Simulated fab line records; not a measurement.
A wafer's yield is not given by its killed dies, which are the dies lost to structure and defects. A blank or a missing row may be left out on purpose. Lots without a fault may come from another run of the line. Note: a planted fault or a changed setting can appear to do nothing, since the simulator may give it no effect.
fab line records | flow n5_finfet
[record] lots = 5 | wafers = 15 | last_day = 17
route steps=1938 shown BEOL_M1@777 BEOL_M4@1111
lots untouched by any fault: they come from a run of this same line in which no faults occurred
start_h: the number of hours between the record's first day and the start of the first shown wafer of the lot | wait_h: hours from the lot's prior step to this one | " repeats the value in the row above | L1.1+2: a row that stands for several wafers | - no value, or no start was given | * or withheld: withheld | < > ~ a bound
route shown NAME@n: a module of which the file shows steps, and the number in the route of the first | usual: mean and standard deviation over wafers with no fault | same: alike in all rows | chamber/n: place in a boat | sites: per-site readings | _std_site: the standard deviation of these | _edge_site: outer sites' mean less inner sites' | radius_mm: for every site, how far away it sits from the centre of the wafer | mask NAME#n: copy n | behind: the last tool/chamber to shape the wafer | hold: why the lot was held/for how many hours/how that ended | device: transistor that didn't switch, given as n, p or np | end of line: the route-end tests of the same wafers | for a step that has no rows: nothing shown but its recipe | killed: dies lost to structure and defects at the first sort, not the wafer's yield | map: dies across one wafer; x = killed, . = not, _ = none there
set.NAME: the setting the step ran with; set.NAME@STEP: the setting that earlier step ran with | model.NAME: the simulator's own value behind a step, which no gauge read
lots at some steps of the route; a table a step, a row a wafer
services: when a tool's chamber went out of use (start_h, in hours from the record's first day, below 0 if earlier), for how many hours, and the reason
[[steps]]
[step N5_BEOL_M1_COAT_67]
[recipe] resist = SOC | temp_c = 250 | time_s = 60 | spin_rpm = 1500 | resist_thk_nm = 60
[step N5_BEOL_M1_COAT_68]
[recipe] resist = SiARC | temp_c = 220 | time_s = 60 | spin_rpm = 1500 | resist_thk_nm = 12
[step N5_BEOL_M1_COAT_76]
[recipe] resist = underlayer | temp_c = 205 | time_s = 60 | spin_rpm = 1500 | resist_thk_nm = 5
[step N5_BEOL_M1_COAT_22]
[recipe] resist = CAR-EUV | spin_rpm = 1500 | resist_thk_nm = 30
[step N5_BEOL_M1_EBR_24]
[recipe] solvent = PGMEA | ebr_width_mm = 1.5
[step N5_BEOL_M1_SOFTBAKE_23]
[recipe] temp_c = 110 | time_s = 60 | resist = CAR-EUV
[step N5_BEOL_M1_EXPOSE_25]
[recipe] mask_id = V0 | na = 0.33 | source_shape = quasar | sigma_inner = 0.2 | sigma_outer = 0.8 | polarization = unpolarized | defocus_nm = 5 | target_cd_nm = 24 | dose_mj = 63
[step N5_BEOL_M1_PEB_26]
[recipe] peb_temp_c = 100 | peb_time_s = 60 | resist = CAR-EUV
[step N5_BEOL_M1_DEVELOP_27]
[recipe] develop_time_s = 30 | developer = TMAH | resist = CAR-EUV | rinse_liquid = surfactant_rinse | dry = air_spin | dev_temp_c = 23
[step N5_BEOL_M1_CD_MEAS_28]
[recipe] landing_energy_ev = 500 | detector = se_inlens | target_cd_y_nm = 23.3
[usual] cd_nm = 23.99/0.25
[same] landing_energy_ev = 500
lot.wafer | tool      | chamber | start_h | wait_h | cd_nm
L178.3    | cd_sem-03 | 0       | 131.92  | -      | 23.89
L178.4    | "         | 0       | "       | "      | 24.06
L178.6    | "         | 0       | "       | "      | 23.84
L179.1    | cd_sem-02 | 0       | 140.04  | -      | 23.96
L179.2    | "         | 0       | "       | "      | 24.03
L179.5    | "         | 0       | "       | "      | 24.10
L186.1    | cd_sem-01 | 0       | 181.36  | -      | 24.18
L186.2    | "         | 0       | "       | "      | 24.22
L186.4    | "         | 0       | "       | "      | 23.57
L196.2    | cd_sem-02 | 0       | 239.03  | -      | 23.91
L196.3    | "         | 0       | "       | "      | 23.95
L196.6    | "         | 0       | "       | "      | 24.06
L198.3    | cd_sem-03 | 0       | 255.89  | -      | 23.48
L198.5    | "         | 0       | "       | "      | 23.46
L198.6    | "         | 0       | "       | "      | 23.66
[step N5_BEOL_M1_OVL_MEAS_29]
[recipe] points_per_wafer = 522
[usual] V0_OVL = -0.1/0.72
lot.wafer | tool       | chamber | start_h | wait_h | V0_OVL[nm]
L178.3    | overlay-02 | 0       | 131.96  | 0.0    | 0.8
L178.4    | "          | 0       | "       | "      | 0.5
L178.6    | "          | 0       | "       | "      | 1.0
L179.1    | overlay-01 | 0       | 140.07  | 0.0    | 0.9
L179.2    | "          | 0       | "       | "      | 0.4
L179.5    | "          | 0       | "       | "      | 1.0
L186.1    | overlay-02 | 0       | 181.39  | 0.0    | 0.7
L186.2    | "          | 0       | "       | "      | 0.3
L186.4    | "          | 0       | "       | "      | 0.0
L196.2    | overlay-02 | 0       | 239.07  | 0.0    | -1.1
L196.3    | "          | 0       | "       | "      | -1.3
L196.6    | "          | 0       | "       | "      | -0.8
L198.3    | overlay-02 | 0       | 255.93  | 0.0    | -0.5
L198.5    | "          | 0       | "       | "      | -0.3
L198.6    | "          | 0       | "       | "      | -0.2
[step N5_BEOL_M1_INSPECT_30]
[recipe] mode = adi | inspect_instrument = brightfield
[usual] raw_defect_count = 403/75
lot.wafer | tool              | chamber | start_h | wait_h | raw_defect_count
L178.3    | defect_inspect-01 | -       | 132.01  | 0.0    | 515
L178.4    | "                 | -       | "       | "      | 440
L178.6    | "                 | -       | "       | "      | 358
L179.1    | defect_inspect-01 | -       | 140.13  | 0.1    | 407
L179.2    | "                 | -       | "       | "      | 397
L179.5    | "                 | -       | "       | "      | 263
L186.1    | defect_inspect-02 | -       | 181.45  | 0.1    | 392
L186.2    | "                 | -       | "       | "      | 319
L186.4    | "                 | -       | "       | "      | 361
L196.2    | defect_inspect-02 | -       | 239.12  | 0.0    | 279
L196.3    | "                 | -       | "       | "      | 454
L196.6    | "                 | -       | "       | "      | 328
L198.3    | defect_inspect-02 | -       | 255.98  | 0.0    | 382
L198.5    | "                 | -       | "       | "      | 400
L198.6    | "                 | -       | "       | "      | 374
[step N5_BEOL_M1_DESCUM_33]
[recipe] chemistry = O2 | time_s = 7 | source_power_w = 50 | bias_power_w = 20 | pressure_mtorr = 20 | rf_frequency_hz = 2.712e+07 | temp_c = 40 | resist = CAR-EUV | o2_flow_sccm = 225
[usual] drypump_motor_current_A = 5.9/0.33 | oes_product_au = 0.77/0.085 | rf_vpp_V = 243.5/0.96 | showerhead_plenum_p_Torr = 2.11/0.044 | throttle_valve_pct = 20.46/0.21
lot.wafer | tool        | chamber | start_h | wait_h | drypump_motor_current_A | oes_product_au | rf_hours_counter_h | rf_vpp_V | showerhead_plenum_p_Torr | throttle_valve_pct | model.CAR-EUV_of_BEOL_M1_COAT_22.thk_nm
L178.3    | rie_diel-05 | 3       | 132.12  | 0.1    | 6.0                     | 0.71           | 208                | 243.9    | 2.17                     | 20.43              | 26.2
L178.4    | "           | 0       | "       | "      | 6.1                     | 0.90           | 29                 | 243.1    | 2.14                     | 20.56              | 26
L178.6    | "           | 0       | "       | "      | 6.1                     | 0.90           | -                  | 244.6    | 2.14                     | 20.55              | 26.2
L179.1    | rie_diel-01 | 1       | 140.19  | 0.1    | 6.0                     | 0.69           | 218                | 243.0    | 2.06                     | 20.36              | 26.2
L179.2    | "           | 0       | "       | "      | 6.3                     | 0.67           | 237                | 243.8    | 2.15                     | 20.32              | 26.2
L179.5    | "           | 2       | "       | "      | 5.5                     | 0.68           | -                  | 245.6    | 2.17                     | 20.73              | 26
L186.1    | rie_diel-01 | 3       | 181.51  | 0.1    | 5.8                     | 0.79           | 117                | 242.4    | 2.02                     | 20.66              | 26
L186.2    | "           | 1       | "       | "      | 6.0                     | 0.68           | 230                | 243.1    | 2.06                     | 20.39              | 26
L186.4    | "           | 0       | "       | "      | 6.3                     | 0.66           | 249                | 244.4    | 2.15                     | 20.35              | 25.8
L196.2    | rie_diel-05 | 0       | 239.15  | 0.0    | 6.1                     | 0.84           | 60                 | 244.6    | 2.13                     | 20.63              | 26
L196.3    | "           | 3       | "       | "      | 6.0                     | 0.69           | 239                | 245.0    | 2.16                     | 20.48              | 26.2
L196.6    | "           | 0       | "       | "      | 6.1                     | 0.84           | -                  | 244.3    | 2.13                     | 20.61              | 26.2
L198.3    | rie_diel-05 | 0       | 256.01  | 0.0    | 6.1                     | 0.84           | 64                 | 244.2    | 2.13                     | 20.60              | 26.2
L198.5    | "           | 0       | "       | "      | 6.1                     | 0.84           | -                  | 243.8    | 2.13                     | 20.61              | 26
L198.6    | "           | 1       | "       | "      | 5.9                     | 0.86           | -                  | 242.2    | 2.12                     | 20.06              | 26
[step N5_BEOL_M1_ETCH_77]
[recipe] chemistry = N2/H2 | target = underlayer | target_depth_a = 65 | mask_material = CAR-EUV | time_s = 5.2 | ion_energy_ev = 200 | pressure_mtorr = 30 | source_w = 840 | bias_w = 150 | n2_flow_sccm = 200 | h2_flow_sccm = 200 | ends = cleared
[usual] drypump_motor_current_A = 5.9/0.33 | etch_rf_on_time_s = 5.16/0.095 | oes_product_au = 0.66/0.074 | rf_vpp_V = 524.6/2 | showerhead_plenum_p_Torr = 2.57/0.049 | throttle_valve_pct = 17.89/0.23
lot.wafer | tool        | chamber | start_h | wait_h | drypump_motor_current_A | etch_rf_on_time_s | oes_product_au | rf_hours_counter_h | rf_vpp_V | showerhead_plenum_p_Torr | throttle_valve_pct
L178.3    | rie_diel-05 | 3       | 132.15  | 0.0    | 6.0                     | 5.18              | 0.60           | 208                | 524.9    | 2.64                     | 17.88
L178.4    | "           | 0       | "       | "      | 6.1                     | 5.00              | 0.77           | 29                 | 526.9    | 2.60                     | 17.93
L178.6    | "           | 0       | "       | "      | 6.1                     | 5.04              | 0.77           | -                  | 523.7    | 2.60                     | 17.92
L179.1    | rie_diel-01 | 1       | 140.22  | 0.0    | 5.9                     | 5.26              | 0.59           | 218                | 523.4    | 2.52                     | 17.83
L179.2    | "           | 0       | "       | "      | 6.3                     | 5.28              | 0.58           | 237                | 527.3    | 2.61                     | 17.72
L179.5    | "           | 2       | "       | "      | 5.5                     | 5.20              | 0.60           | -                  | 527.6    | 2.63                     | 18.16
L186.1    | rie_diel-01 | 3       | 181.54  | 0.0    | 5.8                     | 5.09              | 0.69           | 117                | 523.1    | 2.46                     | 18.11
L186.2    | "           | 1       | "       | "      | 6.0                     | 5.23              | 0.59           | 230                | 523.6    | 2.51                     | 17.81
L186.4    | "           | 0       | "       | "      | 6.3                     | 5.26              | 0.57           | 249                | 522.9    | 2.60                     | 17.73
L196.2    | rie_diel-05 | 0       | 239.19  | 0.0    | 6.1                     | 5.07              | 0.73           | 60                 | 524.1    | 2.58                     | 17.97
L196.3    | "           | 3       | "       | "      | 6.0                     | 5.17              | 0.59           | 239                | 526.3    | 2.62                     | 17.95
L196.6    | "           | 0       | "       | "      | 6.1                     | 5.03              | 0.73           | -                  | 525.1    | 2.58                     | 17.97
L198.3    | rie_diel-05 | 0       | 256.05  | 0.0    | 6.1                     | 5.08              | 0.74           | 64                 | 525.6    | 2.58                     | 17.96
L198.5    | "           | 0       | "       | "      | 6.1                     | 5.09              | 0.73           | -                  | 525.4    | 2.58                     | 17.98
L198.6    | "           | 1       | "       | "      | 5.9                     | 5.23              | 0.72           | -                  | 527.9    | 2.57                     | 17.42
[step N5_BEOL_M4_RC_MEAS_101]
[usual] DIBL_N = 36.4/1.4 | DIBL_P = 36.3/1.8 | IOFF_N = 0.163/0.024 | IOFF_P = 0.21/0.034 | ION_N = 673/11 | ION_P = 461/7.4 | SS_N = 71.6/0.52 | SS_P = 73.3/0.58 | VT_N = 249.4/2.5 | VT_P = -250/3.5
lot.wafer | tool      | chamber | start_h | wait_h | DIBL_N[mV/V] | DIBL_P[mV/V] | IOFF_N[nA/um] | IOFF_P[nA/um] | ION_N[uA/um] | ION_P[uA/um] | SS_N[mV/dec] | SS_P[mV/dec] | VT_N[mV] | VT_P[mV]
L178.3    | prober-01 | 0       | 175.48  | 0.3    | 36.0         | 37.0         | 0.159         | 0.22          | 666          | 460          | 71.7         | 73.3         | 252.2    | -248
L178.4    | "         | 0       | "       | "      | 36.0         | 35.9         | 0.148         | 0.21          | 660          | 459          | 72.2         | 72.9         | 248.3    | -248
L178.6    | "         | 0       | "       | "      | 38.1         | 39.2         | 0.187         | 0.26          | 678          | 467          | 72.2         | 74.2         | 246.8    | -247
L179.1    | prober-02 | 0       | 185.89  | 0.0    | 35.0         | 34.8         | 0.139         | 0.17          | 670          | 451          | 70.5         | 72.4         | 250.9    | -254
L179.2    | "         | 0       | "       | "      | 37.5         | 38.6         | 0.190         | 0.22          | 685          | 464          | 71.5         | 73.7         | 244.7    | -250
L179.5    | "         | 0       | "       | "      | 37.7         | 38.4         | 0.194         | 0.22          | 670          | 456          | 72.1         | 73.8         | 245.4    | -251
L186.1    | prober-02 | 0       | 218.60  | 0.0    | 37.4         | 37.7         | 0.189         | 0.24          | 675          | 464          | 71.9         | 73.2         | 245.7    | -250
L186.2    | "         | 0       | "       | "      | 36.6         | 36.8         | 0.184         | 0.21          | 695          | 472          | 71.4         | 73.4         | 244.8    | -251
L186.4    | "         | 0       | "       | "      | 38.0         | 39.1         | 0.220         | 0.27          | 696          | 476          | 71.2         | 73.9         | 244.8    | -247
L196.2    | prober-01 | 0       | 286.57  | 0.2    | 37.4         | 37.1         | 0.166         | 0.23          | 674          | 464          | 72.2         | 73.5         | 248.7    | -248
L196.3    | "         | 0       | "       | "      | 38.9         | 38.8         | 0.193         | 0.27          | 688          | 467          | 71.9         | 73.6         | 249.4    | -247
L196.6    | "         | 0       | "       | "      | 39.5         | 39.1         | 0.201         | 0.27          | 686          | 471          | 72.2         | 74.1         | 247.1    | -244
L198.3    | prober-02 | 0       | 300.44  | 0.3    | 36.6         | 32.3         | 0.148         | 0.16          | 665          | 447          | 71.3         | 72.9         | 253.0    | -256
L198.5    | "         | 0       | "       | "      | 36.6         | 33.5         | 0.160         | 0.18          | 679          | 456          | 71.4         | 73.5         | 248.1    | -256
L198.6    | "         | 0       | "       | "      | 35.2         | 31.7         | 0.131         | 0.16          | 664          | 454          | 71.5         | 73.3         | 250.8    | -254
[[services]]
tool        | chamber | start_h | hours | kind
rie_diel-01 | 3       | 147.65  | 1.5   | repair
rie_diel-01 | 0       | 196.11  | -     | clean
rie_diel-01 | 0       | 196.11  | -     | consumable_replace:focus_ring
rie_diel-01 | 0       | 196.11  | 21.7  | scheduled_down
rie_diel-01 | 0       | 196.11  | 21.7  | vent_cycle
rie_diel-05 | 1       | 210.89  | 6.7   | repair
rie_diel-01 | 1       | 233.89  | -     | clean
rie_diel-01 | 1       | 233.89  | -     | consumable_replace:focus_ring
rie_diel-01 | 1       | 233.89  | 18.3  | scheduled_down
rie_diel-01 | 1       | 233.89  | 18.3  | vent_cycle
[[key]]
first_sign none at tools or gauges
[model_effect] step = N5_BEOL_M1_DESCUM_33 | value = CAR-EUV_of_BEOL_M1_COAT_22.thk_nm | without = 26.2 | struck = 25.8
met_at N5_BEOL_M1_DESCUM_33
struck_wafers L186.4
onset_between 140.19 181.51
[fault] kind = process_parameter_drift | tool = rie_diel-01 | chamber = - | onset_h = 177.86 | steps = N5_BEOL_M1_DESCUM_33 | channel = time_s | offset = * | shape = step | end_h = 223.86 | scope = struck_wafers_only | acts_in = * | stated = *
